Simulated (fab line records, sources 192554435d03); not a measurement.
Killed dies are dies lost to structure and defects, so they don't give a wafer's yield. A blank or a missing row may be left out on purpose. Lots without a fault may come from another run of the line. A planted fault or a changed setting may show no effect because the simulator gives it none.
Which tool did it? | flow n5_finfet | 9 lots, 25 wafers sampled, at 3 steps of a route of 1938

WHAT THE GAUGES READ, wafer by wafer
N5_GATE_CUT_INSPECT_15: inspects for defects (brightfield).
lot  | measured     | on                | raw_defect_count
L453 | day 4 15:23  | defect_inspect-01 | 160 165
L455 | day 5 03:46  | defect_inspect-02 | 77 59 83
L459 | day 6 05:25  | defect_inspect-01 | 170 137 174
L462 | day 7 00:56  | defect_inspect-02 | 88 134 99
L469 | day 8 17:38  | defect_inspect-02 | 145 143
L470 | day 9 00:39  | defect_inspect-01 | 87 152 109
L471 | day 9 04:49  | defect_inspect-02 | 178 227 183
L472 | day 9 16:41  | defect_inspect-01 | 92 84 71
L475 | day 10 06:47 | defect_inspect-02 | 109 120 94

WHICH TOOL RAN EACH LOT (tool, then ch and the chambers of the sampled wafers, then the start)
lot  | N5_GATE_CUT_STRIP_59               | N5_GATE_CUT_CMP_02
L453 | rie_diel-05 ch 2,3, day 4 12:00    | cmp-03 ch 0,2, day 4 14:29
L455 | rie_diel-06 ch 0,1, day 5 00:10    | cmp-02 ch 0,2,3, day 5 03:03
L459 | rie_diel-02 ch 0,1, day 6 02:02    | cmp-04 ch 1,2,3, day 6 04:36
L462 | rie_diel-05 ch 0,2, day 6 21:34    | cmp-03 ch 0,2, day 7 00:02
L469 | rie_diel-05 ch 1,2, day 8 14:06    | cmp-02 ch 0,3, day 8 16:47
L470 | rie_diel-06 ch 0,2,3, day 8 21:16  | cmp-02 ch 0,1,3, day 8 23:46
L471 | rie_diel-05 ch 0,1,2, day 9 01:34  | cmp-03 ch 0,1,2, day 9 04:04
L472 | rie_diel-06 ch 0,1,2, day 9 13:25  | cmp-04 ch 0,1,2, day 9 15:55
L475 | rie_diel-05 ch 0,1,2, day 10 03:33 | cmp-04 ch 1,2,3, day 10 06:07
- N5_GATE_CUT_STRIP_59: strips in N2/H2, time 20 s.
- N5_GATE_CUT_CMP_02: polishes, stops on SiO2, t overpolish 12.7 s, target thk 0 nm.

THE ANSWER, worked out from the rows above alone
Rule: what is usual is taken from the lots themselves. Put in order of their means at a reading, lots are off if they are a third of the lots or fewer, leave a main group of 4 or more, and stand apart from it by a gap of 3 or more times the standard deviation of the main group's means; of several such gaps the widest counts. A main group whose means are all the same, to the digits that the tables above print for the reading, isn't used. A lot without any number at a reading at which 4 lots or more have one is off too. The other lots that the step has rows for count as sound.
No lot is off at any reading shown: from this, nothing can be told.

WHAT THE SIMULATOR HAD PUT IN
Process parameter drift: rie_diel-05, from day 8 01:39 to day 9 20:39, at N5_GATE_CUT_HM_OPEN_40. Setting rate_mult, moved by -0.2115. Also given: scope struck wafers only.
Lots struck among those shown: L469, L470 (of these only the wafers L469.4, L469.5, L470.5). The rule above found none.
